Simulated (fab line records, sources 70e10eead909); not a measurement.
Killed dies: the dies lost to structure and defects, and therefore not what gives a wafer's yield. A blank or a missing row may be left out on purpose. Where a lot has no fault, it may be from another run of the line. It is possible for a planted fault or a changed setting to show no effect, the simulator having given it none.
fab line records	flow nand_harc
record lots=24	wafers=72	last_day=34
route steps=1302 shown A_WL_FILL@956 A_CONTACT@983
lots that met no fault: taken from a fault-free run of the same line
start_h: hours from the record's opening day to when the first of the lot's shown wafers began	wait_h: hours since the lot's step before	" same as the row above	L1.1+2: one row covering several wafers at once	- no value present, or no start provided	* or withheld: withheld	< > ~ a bound
route shown NAME@n: NAME is a module with steps in the file, n the number in the route of the first one	usual: average and standard deviation across the fault-free wafers	same: alike in all rows	chamber/n: place in a boat	sites: per-site readings	_std_site: the standard deviation of these	_edge_site: outer sites' mean less inner sites'	radius_mm: for every site, how far away it sits from the centre of the wafer	mask NAME#n: copy n	behind: the tool/chamber that last shaped the wafer	hold: why the lot went on hold/how many hours it stayed there/how the hold came to an end	device: the transistor (n, p or np) that didn't switch	end of line: at the end of the route, the tests of the same wafers	a step without rows: its recipe alone	killed: dies that structure and defects cost at the first sort, which is not the same as the wafer's yield	map: dies across one wafer; x = killed, . = not, _ = none there
set.NAME: the run value of the setting; set.NAME@STEP: its run value at that earlier step	model.NAME: the simulator's own value behind a step, which no gauge read
steps of the route over a sample of lots; a table a step, a row a wafer
services: a tool's chamber out of use, with start hour (start_h, from the record's first day; less than 0 if before it), hours out, and reason
## steps
# step NHARC_A_WL_FILL_CVD_03
# recipe target_thk_a=400	temp_c=300	pressure_torr=40	wf6_flow_sccm=40	h2_flow_sccm=1600	ar_flow_sccm=1560	time_s=279	material=W
# usual heater_power_w=514/37	mfc_ar_sccm=1559/4.1	throttle_valve_pct=7.8/0.31
lot.wafer	tool	chamber	start_h	wait_h	heater_power_w	mfc_ar_sccm	throttle_valve_pct
L074.2	cvd_w-01	0	463.04	0.1	496	1560	7.6
L074.4	"	0	"	"	503	1563	7.9
L074.5	"	0	"	"	503	1562	7.9
L075.2	cvd_w-02	1	474.88	0.1	577	1557	7.4
L075.4	"	1	"	"	575	1562	7.6
L075.5	"	1	"	"	571	1555	7.7
L079.4	cvd_w-01	1	493.21	0.2	484	1554	8.0
L079.5	"	0	"	"	509	1561	7.8
L079.6	"	1	"	"	481	1561	8.1
L077.1	cvd_w-02	0	497.20	0.5	487	1557	8.2
L077.4	"	0	"	"	490	1556	8.1
L077.6	"	1	"	"	564	1554	7.2
L078.1	cvd_w-02	1	500.52	0.1	595	1555	7.6
L078.3	"	0	"	"	501	1553	8.0
L078.5	"	1	"	"	570	1559	7.4
L076.2	cvd_w-01	1	502.80	0.1	476	1565	8.0
L076.1	"	0	"	"	508	1559	7.7
L076.6	"	0	"	"	490	1560	7.6
L080.2	cvd_w-01	1	524.99	0.1	469	1558	8.2
L080.4	"	0	"	"	515	1561	8.1
L080.5	"	0	"	"	509	1558	7.7
L082.1	cvd_w-02	1	536.73	0.1	591	1558	7.7
L082.3	"	1	"	"	578	1559	7.9
L082.4	"	0	"	"	501	1554	8.4
L081.2	cvd_w-02	1	540.71	0.1	575	1561	8.0
L081.4	"	1	"	"	571	1562	7.4
L081.5	"	0	"	"	486	1561	8.1
L085.1	cvd_w-02	1	574.76	0.1	569	1564	7.6
L085.2	"	1	"	"	578	1564	7.5
L085.6	"	1	"	"	574	1560	7.3
L086.3	cvd_w-01	1	582.82	0.2	477	1563	7.9
L086.6	"	1	"	"	491	1556	7.9
L086.5	"	0	"	"	549	1560	7.7
L084.4	cvd_w-01	1	583.13	0.3	482	1560	8.1
L084.3	"	0	"	"	511	1558	7.5
L084.5	"	0	"	"	533	1563	7.4
L083.2	cvd_w-01	1	586.41	0.1	483	1562	8.0
L083.3	"	0	"	"	531	1560	7.1
L083.4	"	1	"	"	471	1559	8.0
L087.2	cvd_w-02	1	594.45	0.1	580	1564	7.5
L087.4	"	1	"	"	579	1564	7.8
L087.6	"	1	"	"	599	1558	7.4
L088.2	cvd_w-01	0	599.76	0.1	543	1561	7.5
L088.4	"	1	"	"	493	1559	7.7
L088.3	"	0	"	"	535	1559	7.9
L089.3	cvd_w-01	0	605.19	0.2	541	1551	7.9
L089.4	"	1	"	"	473	1562	8.0
L089.6	"	0	"	"	526	1554	7.3
L090.4	cvd_w-02	1	629.13	0.2	575	1563	7.4
L090.5	"	0	"	"	480	1560	8.1
L090.6	"	1	"	"	580	1560	7.4
L092.1	cvd_w-01	1	642.92	0.2	484	1557	7.9
L092.4	"	0	"	"	527	1569	7.6
L092.5	"	1	"	"	486	1557	8.1
L091.1	cvd_w-01	0	643.27	0.5	524	1564	7.5
L091.3	"	1	"	"	483	1563	8.0
L091.5	"	1	"	"	480	1561	8.3
L093.2	cvd_w-01	0	657.42	0.1	539	1564	7.4
L093.4	"	1	"	"	475	1565	8.0
L093.5	"	1	"	"	489	1563	8.1
L094.2	cvd_w-01	1	667.41	0.1	487	1558	8.1
L094.4	"	1	"	"	486	1558	7.8
L094.5	"	1	"	"	489	1554	7.9
L095.4	cvd_w-01	0	671.26	0.2	528	1563	7.9
L095.5	"	0	"	"	525	1560	7.3
L095.6	"	1	"	"	487	1561	8.2
L096.2	cvd_w-01	0	679.18	0.1	531	1561	7.4
L096.4	"	0	"	"	525	1557	7.3
L096.5	"	1	"	"	481	1559	8.2
L097.2	cvd_w-01	1	703.11	0.1	493	1560	7.9
L097.1	"	0	"	"	518	1555	7.5
L097.5	"	0	"	"	529	1553	8.0
# step NHARC_A_WL_FILL_ALD_10
# recipe target_thk_a=500	pulse_time_s=10	ald_cycles=500	temp_c=300	material=SiO2
# usual heater_power_w=444/56	precursor_pulse_height_rel=1.002/0.022
# same ald_cycles=500
lot.wafer	tool	chamber	start_h	wait_h	heater_power_w	precursor_pulse_height_rel
L074.2	ald_hk-04	1	469.01	0.1	414	1.012
L074.4	"	0	470.54	1.6	420	0.997
L074.5	"	1	"	"	416	0.977
L075.4	ald_hk-03	0	485.05	1.1	499	1.007
L075.2	"	1	486.07	2.1	523	1.000
L075.5	"	0	489.11	5.1	507	0.973
L077.1	ald_hk-04	0	502.56	0.7	419	0.998
L077.4	"	1	"	"	413	1.036
L077.6	"	3	504.10	2.3	499	1.009
L079.4	ald_hk-03	3	502.75	0.9	376	1.036
L079.5	"	2	504.30	2.5	474	0.993
L079.6	"	3	"	"	371	1.018
L078.3	ald_hk-03	1	508.23	0.0	531	0.986
L078.1	"	2	"	"	470	0.939
L078.5	"	1	510.33	2.1	522	0.982
L076.2	ald_hk-04	0	510.10	1.9	410	0.994
L076.1	"	1	"	"	411	0.990
L076.6	"	3	511.68	3.5	509	0.986
L080.2	ald_hk-03	0	533.30	0.6	483	1.013
L080.4	"	1	"	"	527	1.015
L080.5	"	0	535.31	2.6	493	1.006
L082.3	ald_hk-02	3	544.63	0.6	379	1.005
L082.1	"	0	"	"	438	1.015
L082.4	"	1	"	"	543	1.030
L081.4	ald_hk-04	2	545.17	1.1	371	0.999
L081.2	"	3	"	"	497	1.041
L081.5	"	0	"	"	417	1.005
L085.2	ald_hk-02	0	582.26	1.1	455	0.950
L085.1	"	1	"	"	536	1.004
L085.6	"	3	583.82	2.6	383	0.991
L084.4	ald_hk-04	1	589.36	0.6	420	0.992
L084.3	"	2	"	"	377	1.004
L084.5	"	0	590.89	2.1	426	0.980
L086.3	ald_hk-02	1	590.37	1.6	549	1.007
L086.6	"	2	"	"	428	1.026
L086.5	"	3	"	"	368	0.988
L083.2	ald_hk-02	0	597.13	0.1	438	0.976
L083.3	"	1	"	"	522	0.985
L083.4	"	2	"	"	421	1.025
L087.2	ald_hk-04	1	602.50	1.1	422	1.002
L087.4	"	2	"	"	381	1.008
L087.6	"	3	"	"	522	1.038
L089.3	ald_hk-02	3	611.32	0.0	376	1.023
L089.4	"	0	"	"	450	1.005
L089.6	"	3	613.40	2.1	386	1.029
L088.2	ald_hk-04	0	611.58	0.3	421	1.005
L088.3	"	2	612.62	1.3	379	1.053
L088.4	"	3	"	"	511	1.004
L090.4	ald_hk-04	0	635.17	0.1	412	0.970
L090.5	"	0	637.23	2.1	409	1.001
L090.6	"	1	"	"	409	0.938
L091.1	ald_hk-02	1	648.59	0.1	524	1.020
L091.3	"	0	650.14	1.6	449	0.998
L091.5	"	2	651.18	2.6	430	0.976
L092.1	ald_hk-03	3	648.59	0.1	373	0.996
L092.4	"	2	650.14	1.6	496	1.006
L092.5	"	3	"	"	392	1.042
L093.4	ald_hk-04	1	663.40	0.1	406	0.996
L093.2	"	0	664.93	1.6	420	1.020
L093.5	"	1	"	"	401	1.007
L094.2	ald_hk-03	2	673.96	0.6	494	0.999
L094.4	"	0	674.99	1.6	534	0.994
L094.5	"	2	676.01	2.6	494	1.025
L095.4	ald_hk-04	2	678.95	1.6	403	1.002
L095.6	"	3	"	"	544	0.990
L095.5	"	0	"	"	414	0.986
L096.2	ald_hk-02	0	687.91	0.1	441	0.953
L096.4	"	2	688.94	1.1	429	0.972
L096.5	"	0	689.96	2.1	450	0.992
L097.2	ald_hk-04	2	713.15	3.2	401	0.971
L097.1	"	0	714.17	4.2	421	1.006
L097.5	"	1	"	"	397	0.985
# step NHARC_A_WL_FILL_INSPECT_15
# usual raw_defect_count=505/150
lot.wafer	tool	chamber	start_h	wait_h	raw_defect_count
L074.2	defect_inspect-02	-	480.16	0.0	402
L074.4	"	-	"	"	400
L074.5	"	-	"	"	494
L075.2	defect_inspect-02	-	498.27	0.0	534
L075.4	"	-	"	"	876
L075.5	"	-	"	"	500
L077.1	defect_inspect-02	-	513.24	0.0	423
L077.4	"	-	"	"	632
L077.6	"	-	"	"	540
L079.4	defect_inspect-01	-	513.25	0.0	449
L079.5	"	-	"	"	449
L079.6	"	-	"	"	384
L078.1	defect_inspect-01	-	519.51	0.1	405
L078.3	"	-	"	"	387
L078.5	"	-	"	"	428
L076.1	defect_inspect-02	-	519.52	0.1	524
L076.2	"	-	"	"	432
L076.6	"	-	"	"	475
L080.2	defect_inspect-01	-	543.85	0.1	435
L080.4	"	-	"	"	646
L080.5	"	-	"	"	417
L081.2	defect_inspect-02	-	555.36	0.0	802
L081.4	"	-	"	"	542
L081.5	"	-	"	"	689
L082.1	defect_inspect-01	-	555.50	0.0	594
L082.3	"	-	"	"	552
L082.4	"	-	"	"	695
L085.1	defect_inspect-02	-	594.33	0.0	620
L085.2	"	-	"	"	668
L085.6	"	-	"	"	656
L086.3	defect_inspect-01	-	599.86	0.0	527
L086.5	"	-	"	"	543
L086.6	"	-	"	"	449
L084.3	defect_inspect-02	-	599.86	0.0	442
L084.4	"	-	"	"	432
L084.5	"	-	"	"	305
L083.2	defect_inspect-02	-	608.35	0.0	609
L083.3	"	-	"	"	611
L083.4	"	-	"	"	794
L087.2	defect_inspect-02	-	612.57	0.0	420
L087.4	"	-	"	"	418
L087.6	"	-	"	"	459
L089.3	defect_inspect-02	-	622.52	0.0	578
L089.4	"	-	"	"	398
L089.6	"	-	"	"	408
L088.2	defect_inspect-01	-	622.57	0.0	402
L088.3	"	-	"	"	542
L088.4	"	-	"	"	551
L090.4	defect_inspect-02	-	646.23	0.0	779
L090.5	"	-	"	"	1050
L090.6	"	-	"	"	748
L091.1	defect_inspect-02	-	659.97	0.0	407
L091.3	"	-	"	"	411
L091.5	"	-	"	"	389
L092.1	defect_inspect-02	-	660.10	0.0	356
L092.4	"	-	"	"	367
L092.5	"	-	"	"	253
L093.2	defect_inspect-02	-	674.58	0.0	481
L093.4	"	-	"	"	430
L093.5	"	-	"	"	481
L094.2	defect_inspect-01	-	684.68	0.0	328
L094.4	"	-	"	"	443
L094.5	"	-	"	"	395
L095.4	defect_inspect-01	-	688.97	0.0	564
L095.5	"	-	"	"	488
L095.6	"	-	"	"	553
L096.2	defect_inspect-02	-	699.12	0.0	390
L096.4	"	-	"	"	292
L096.5	"	-	"	"	444
L097.1	defect_inspect-02	-	723.72	0.0	574
L097.2	"	-	"	"	457
L097.5	"	-	"	"	755
# step NHARC_A_CONTACT_DEP_24
# recipe target_thk_a=5000	temp_c=400	pressure_torr=6.5	rf_w=900	teos_flow_sccm=161.4	flow_sccm=2650	target_thk_nm=500	gas=O2	material=SiO2
# usual heater_power_w=529/100	throttle_valve_pct=15.7/0.4
lot.wafer	tool	chamber	start_h	wait_h	heater_power_w	throttle_valve_pct
L074.2	pecvd-03	2	480.28	0.1	520	16.3
L074.4	"	1	"	"	442	16.3
L074.5	"	0	"	"	452	15.3
L075.2	pecvd-04	1	498.46	0.2	444	15.2
L075.5	"	0	"	"	670	15.7
L075.4	"	1	"	"	318	15.2
L077.1	pecvd-01	2	513.44	0.2	593	14.8
L077.6	"	0	"	"	687	15.7
L077.4	"	2	"	"	450	15.3
L079.5	pecvd-03	2	513.50	0.3	688	16.1
L079.4	"	0	"	"	542	15.3
L079.6	"	1	"	"	463	16.2
L078.3	pecvd-03	0	519.64	0.1	541	15.5
L078.1	"	1	"	"	357	16.3
L078.5	"	0	"	"	561	15.4
L076.2	pecvd-03	0	519.95	0.4	537	15.6
L076.1	"	2	"	"	559	16.3
L076.6	"	0	"	"	578	15.6
L080.2	pecvd-01	1	543.92	0.1	374	15.5
L080.4	"	2	"	"	583	15.0
L080.5	"	0	"	"	592	15.5
L081.2	pecvd-01	1	555.49	0.1	416	15.8
L081.4	"	0	"	"	517	15.8
L081.5	"	1	"	"	423	15.9
L082.3	pecvd-04	0	555.66	0.2	673	15.5
L082.1	"	2	"	"	595	15.9
L082.4	"	1	"	"	405	15.3
L085.2	pecvd-03	0	594.46	0.1	510	15.6
L085.1	"	1	"	"	435	15.8
L085.6	"	0	"	"	559	15.4
L086.3	pecvd-01	2	600.05	0.2	500	15.0
L086.6	"	0	"	"	516	15.3
L086.5	"	2	"	"	544	15.3
L084.3	pecvd-03	0	600.05	0.2	518	15.5
L084.5	"	1	"	"	412	15.8
L084.4	"	2	"	"	708	16.0
L083.2	pecvd-04	1	608.41	0.1	360	15.2
L083.3	"	2	"	"	640	16.1
L083.4	"	2	"	"	477	16.0
L087.2	pecvd-03	1	612.70	0.1	395	15.4
L087.6	"	0	"	"	456	15.8
L087.4	"	2	"	"	691	16.0
L088.2	pecvd-01	2	622.70	0.1	576	15.3
L088.3	"	1	"	"	451	15.8
L088.4	"	0	"	"	680	15.8
L089.3	pecvd-04	0	622.71	0.2	674	16.1
L089.4	"	2	"	"	549	16.2
L089.6	"	0	"	"	517	16.1
L090.4	pecvd-04	0	646.58	0.3	564	15.7
L090.6	"	1	"	"	454	15.5
L090.5	"	0	"	"	591	15.2
L091.3	pecvd-01	0	660.11	0.1	583	16.1
L091.1	"	1	"	"	455	16.4
L091.5	"	0	"	"	596	15.9
L092.1	pecvd-04	2	660.17	0.1	622	16.3
L092.4	"	2	"	"	658	15.9
L092.5	"	1	"	"	408	15.1
L093.2	pecvd-04	0	675.27	0.7	551	15.6
L093.5	"	1	"	"	388	15.1
L093.4	"	2	"	"	581	16.3
L094.2	pecvd-04	2	684.75	0.1	562	16.0
L094.4	"	0	"	"	610	15.5
L094.5	"	1	"	"	429	15.4
L095.4	pecvd-04	2	689.22	0.2	670	16.1
L095.6	"	0	"	"	624	15.5
L095.5	"	1	"	"	422	15.5
L096.2	pecvd-01	0	699.19	0.1	642	15.8
L096.4	"	0	"	"	651	15.8
L096.5	"	1	"	"	401	15.3
L097.2	pecvd-04	1	723.90	0.2	407	15.3
L097.1	"	2	"	"	527	16.2
L097.5	"	0	"	"	601	15.5
# step NHARC_A_CONTACT_ETCH_51
# recipe target_depth_a=70000	over_etch_frac=0.3	time_s=1820	ion_energy_ev=150	o2_flow_sccm=400	cos_flow_sccm=20	ar_flow_sccm=0	rf_w=500	bias_w=300	chemistry=O2/COS
# usual bias_w=299.9/0.89	drypump_motor_current_A=5.9/0.36	mfc_ar_sccm=0.003/0.0038	oes_product_au=1.000/0.011	rf_vpp_V=313.5/1.8	showerhead_plenum_p_Torr=3.08/0.11	throttle_valve_pct=28.329/0.0091
lot.wafer	tool	chamber	start_h	wait_h	bias_w	drypump_motor_current_A	mfc_ar_sccm	oes_product_au	rf_hours_counter_h	rf_vpp_V	showerhead_plenum_p_Torr	throttle_valve_pct
L074.2	rie_diel-02	0	-	-	299.7	5.6	0	1.005	33	314.5	3.17	28.318
L074.4	"	1	"	"	301.4	6.0	0.006	0.998	31	311.8	3.00	28.336
L074.5	"	0	"	"	299.5	5.6	0	1.008	-	315.0	3.17	28.340
L075.4	rie_diel-03	2	-	-	299.4	6.6	0	1.001	13	311.1	2.91	28.335
L075.2	"	0	"	"	300.2	5.7	0	0.991	12	313.7	3.15	28.328
L075.5	"	1	"	"	299.7	5.6	0	0.994	-	314.9	3.21	28.334
L077.1	rie_diel-02	2	-	-	300.2	6.0	0.005	1.010	40	312.1	2.93	28.327
L077.4	"	0	"	"	300.5	5.6	0	0.993	42	314.6	3.17	28.331
L077.6	"	3	"	"	299.7	6.2	0.010	0.998	-	313.2	3.08	28.333
L079.5	rie_diel-03	3	-	-	298.4	6.3	0.012	0.993	-	314.8	3.11	28.314
L079.4	"	0	"	"	299.6	5.7	0	0.995	-	314.9	3.15	28.342
L079.6	"	2	"	"	301.1	6.6	0	0.997	-	311.8	2.91	28.322
L078.1	rie_diel-02	3	-	-	301.7	6.1	0.010	1.000	37	315.4	3.08	28.319
L078.3	"	0	"	"	300.5	5.6	0	1.001	44	314.6	3.16	28.332
L078.5	"	0	"	"	300.1	5.6	0	1.002	-	314.6	3.16	28.325
L076.2	rie_diel-03	0	-	-	298.8	5.7	0	0.980	18	313.0	3.15	28.330
L076.1	"	2	"	"	300.3	6.6	0	0.993	19	313.4	2.90	28.327
L076.6	"	0	"	"	300.0	5.7	0	0.988	-	313.3	3.15	28.330
L080.4	rie_diel-03	2	-	-	298.9	6.6	0	0.992	28	310.5	2.90	28.315
L080.2	"	0	"	"	298.9	5.7	0	1.001	30	313.8	3.14	28.331
L080.5	"	2	"	"	299.6	6.6	0	0.995	-	310.9	2.90	28.319
L081.4	rie_diel-02	0	-	-	300.6	5.6	0	1.016	54	315.8	3.16	28.341
L081.2	"	2	"	"	300.5	6.0	0.005	1.003	54	310.9	2.92	28.320
L081.5	"	0	"	"	300.6	5.6	0	1.019	-	313.7	3.16	28.322
L082.1	rie_diel-02	3	-	-	299.3	6.1	0.010	1.006	52	314.7	3.08	28.319
L082.3	"	0	"	"	299.5	5.5	0	1.003	56	314.2	3.16	28.318
L082.4	"	2	"	"	299.7	6.0	0.005	1.005	56	311.6	2.92	28.328
L085.2	rie_diel-03	0	-	-	298.8	5.7	0	0.994	49	314.8	3.13	28.320
L085.1	"	1	"	"	299.8	5.6	0	0.986	42	315.2	3.19	28.340
L085.6	"	1	"	"	299.4	5.6	0	0.987	-	315.6	3.19	28.348
L084.4	rie_diel-04	0	-	-	300.5	5.6	0	0.999	9	312.2	2.94	28.330
L084.3	"	1	"	"	298.3	5.7	0.005	0.996	8	313.2	3.04	28.329
L084.5	"	2	"	"	300.1	6.3	0	0.994	-	315.1	3.20	28.326
L086.3	rie_diel-04	1	-	-	300.1	5.6	0.005	1.007	8	313.0	3.04	28.335
L086.6	"	0	"	"	301.4	5.6	0	0.997	-	309.8	2.94	28.318
L086.5	"	1	"	"	300.3	5.6	0.005	0.999	-	313.5	3.04	28.320
L083.4	rie_diel-03	2	-	-	300.8	6.6	0	0.991	51	310.0	2.89	28.344
L083.3	"	0	"	"	299.9	5.7	0	0.991	53	314.9	3.13	28.313
L083.2	"	1	"	"	300.3	5.6	0	0.995	47	315.1	3.19	28.327
L087.2	rie_diel-04	2	-	-	298.0	6.2	0	0.994	13	314.1	3.20	28.323
L087.4	"	1	"	"	299.9	5.6	0.005	0.999	13	312.0	3.04	28.311
L087.6	"	2	"	"	300.2	6.2	0	0.988	-	313.6	3.20	28.328
L089.3	rie_diel-02	1	-	-	299.4	5.9	0.006	0.984	17	312.4	2.98	28.328
L089.4	"	3	"	"	300.5	6.1	0.010	1.011	18	313.2	3.07	28.332
L089.6	"	1	"	"	298.8	6.0	0.006	0.985	-	311.0	2.98	28.322
L088.3	rie_diel-04	0	-	-	301.2	5.6	0	1.001	14	310.5	2.94	28.335
L088.4	"	1	"	"	299.0	5.6	0.005	0.998	14	312.5	3.03	28.335
L088.2	"	3	"	"	301.1	5.5	0.005	1.002	15	314.3	3.17	28.334
L090.4	rie_diel-04	2	-	-	298.9	6.3	0	0.990	18	315.7	3.19	28.351
L090.6	"	2	"	"	300.0	6.3	0	0.990	-	315.0	3.19	28.329
L090.5	"	3	"	"	300.6	5.5	0.005	1.003	-	314.8	3.16	28.322
L091.1	rie_diel-04	3	-	-	300.7	5.5	0.005	0.996	21	316.0	3.16	28.330
L091.3	"	2	"	"	300.0	6.2	0	0.982	21	314.0	3.19	28.334
L091.5	"	0	"	"	299.6	5.6	0	1.011	-	310.5	2.93	28.338
L092.1	rie_diel-04	3	-	-	299.8	5.5	0.005	1.016	22	314.2	3.16	28.344
L092.4	"	0	"	"	299.2	5.6	0	1.014	22	311.5	2.93	28.332
L092.5	"	3	"	"	297.9	5.5	0.005	1.021	-	314.5	3.16	28.335
L093.2	rie_diel-04	1	-	-	298.9	5.6	0.005	1.002	22	313.1	3.03	28.350
L093.4	"	2	"	"	301.7	6.3	0	0.991	23	315.0	3.19	28.327
L093.5	"	3	"	"	299.6	5.5	0.005	1.002	-	314.9	3.16	28.334
L094.4	rie_diel-04	1	-	-	299.6	5.6	0.005	0.994	24	312.8	3.03	28.318
L094.2	"	0	"	"	299.0	5.6	0	1.018	25	312.6	2.93	28.330
L094.5	"	2	"	"	299.9	6.3	0	0.972	-	315.1	3.19	28.316
L095.5	rie_diel-04	1	-	-	299.5	5.7	0.005	1.002	-	312.0	3.03	28.339
L095.6	"	3	"	"	300.1	5.5	0.005	1.011	-	314.0	3.16	28.336
L095.4	"	0	"	"	299.7	5.6	0	1.009	-	311.8	2.93	28.334
L096.2	rie_diel-04	3	-	-	300.6	5.5	0.005	1.007	30	315.2	3.16	28.321
L096.4	"	0	"	"	299.1	5.6	0	1.011	28	311.5	2.93	28.316
L096.5	"	1	"	"	298.6	5.6	0.005	0.994	-	311.8	3.03	28.342
L097.1	rie_diel-03	2	-	-	299.6	6.6	0	1.004	27	316.5	3.36	28.329
L097.2	"	0	"	"	300.2	5.7	0	0.993	31	313.9	3.11	28.324
L097.5	"	1	"	"	299.5	5.6	0	1.005	-	316.1	3.17	28.339
# step NHARC_A_CONTACT_ETCH_122
# recipe source_w=withheld	pressure_mtorr=20	bias_v=3000	time_s=190	target_depth_a=18500	ar_flow_sccm=withheld	c4f8_flow_sccm=withheld	o2_flow_sccm=withheld	chemistry=C4F8/O2/Ar
lot.wafer	tool	chamber	start_h	wait_h	rf_hours_counter_h
L074.2	har_cap_etch-02	1	494.82	0.1	79
L074.4	"	0	"	"	-
L074.5	"	1	"	"	-
L075.2	har_cap_etch-02	0	512.01	0.1	85
L075.4	"	1	"	"	-
L075.5	"	0	"	"	-
L077.1	har_cap_etch-02	1	522.83	0.1	87
L077.4	"	0	"	"	-
L077.6	"	1	"	"	-
L079.4	har_cap_etch-03	1	523.07	0.1	-
L079.5	"	0	"	"	-
L079.6	"	1	"	"	-
L076.2	har_cap_etch-02	1	531.15	0.1	89
L076.1	"	0	"	"	89
L076.6	"	1	"	"	-
L078.1	har_cap_etch-01	1	531.28	0.2	3
L078.3	"	0	"	"	-
L078.5	"	0	"	"	-
L080.2	har_cap_etch-01	0	554.81	0.1	9
L080.4	"	1	"	"	-
L080.5	"	1	"	"	-
L081.2	har_cap_etch-02	1	565.40	0.1	96
L081.4	"	0	"	"	-
L081.5	"	0	"	"	-
L082.1	har_cap_etch-01	0	569.02	0.1	11
L082.4	"	0	"	"	-
L082.3	"	1	"	"	-
L085.2	har_cap_etch-01	1	603.76	0.1	15
L085.1	"	0	"	"	15
L085.6	"	1	"	"	-
L084.3	har_cap_etch-02	0	609.56	0.1	-
L084.4	"	1	"	"	-
L084.5	"	1	"	"	-
L086.3	har_cap_etch-03	0	610.52	0.1	-
L086.5	"	1	"	"	-
L086.6	"	0	"	"	-
L083.2	har_cap_etch-02	1	617.94	0.1	104
L083.3	"	1	"	"	-
L083.4	"	0	"	"	-
L087.2	har_cap_etch-03	0	630.22	0.1	64
L087.4	"	0	"	"	-
L087.6	"	0	"	"	-
L089.3	har_cap_etch-03	0	638.91	0.1	-
L089.4	"	1	"	"	-
L089.6	"	1	"	"	-
L088.2	har_cap_etch-01	1	640.24	0.1	23
L088.4	"	1	"	"	-
L088.3	"	0	"	"	-
L090.4	har_cap_etch-03	0	655.88	0.1	-
L090.5	"	0	"	"	-
L090.6	"	1	"	"	-
L091.1	har_cap_etch-02	1	670.57	0.1	114
L091.3	"	1	"	"	-
L091.5	"	0	"	"	-
L092.1	har_cap_etch-01	1	672.30	0.1	28
L092.4	"	1	"	"	-
L092.5	"	0	"	"	-
L093.2	har_cap_etch-03	0	686.35	0.2	78
L093.4	"	0	"	"	-
L093.5	"	0	"	"	-
L094.2	har_cap_etch-03	1	698.20	0.1	80
L094.4	"	0	"	"	-
L094.5	"	1	"	"	-
L095.4	har_cap_etch-01	1	701.57	0.1	-
L095.5	"	0	"	"	-
L095.6	"	1	"	"	-
L096.2	har_cap_etch-01	0	709.29	0.1	36
L096.4	"	0	"	"	-
L096.5	"	1	"	"	-
L097.1	har_cap_etch-02	1	735.22	0.1	126
L097.2	"	0	"	"	126
L097.5	"	0	"	"	-
## services
tool	chamber	start_h	hours	kind
rie_diel-04	1	441.07	6.0	repair
cvd_w-02	-	450.05	13.0	pm
pecvd-04	-	450.34	13.0	pm
rie_diel-03	-	458.30	9.0	pm
pecvd-04	-	470.62	0.7	repair
rie_diel-03	0	485.25	7.6	repair
pecvd-01	-	492.57	13.0	pm
cvd_w-01	-	496.21	1.1	repair
har_cap_etch-01	-	497.00	17.0	pm
rie_diel-03	1	518.37	15.8	repair
rie_diel-04	-	531.90	9.0	pm
cvd_w-01	-	547.00	13.0	pm
cvd_w-02	-	553.70	0.9	repair
cvd_w-02	0	573.87	1.4	repair
cvd_w-01	1	595.96	1.3	repair
pecvd-04	-	610.05	0.5	repair
cvd_w-01	1	628.46	11.8	repair
cvd_w-02	-	631.05	13.0	pm
pecvd-04	-	631.34	13.0	pm
cvd_w-02	0	654.58	1.2	repair
har_cap_etch-02	-	702.83	0.5	repair
pecvd-04	-	715.44	1.6	repair
rie_diel-04	1	728.03	7.0	repair
cvd_w-01	-	728.34	13.0	pm
## key
fault none
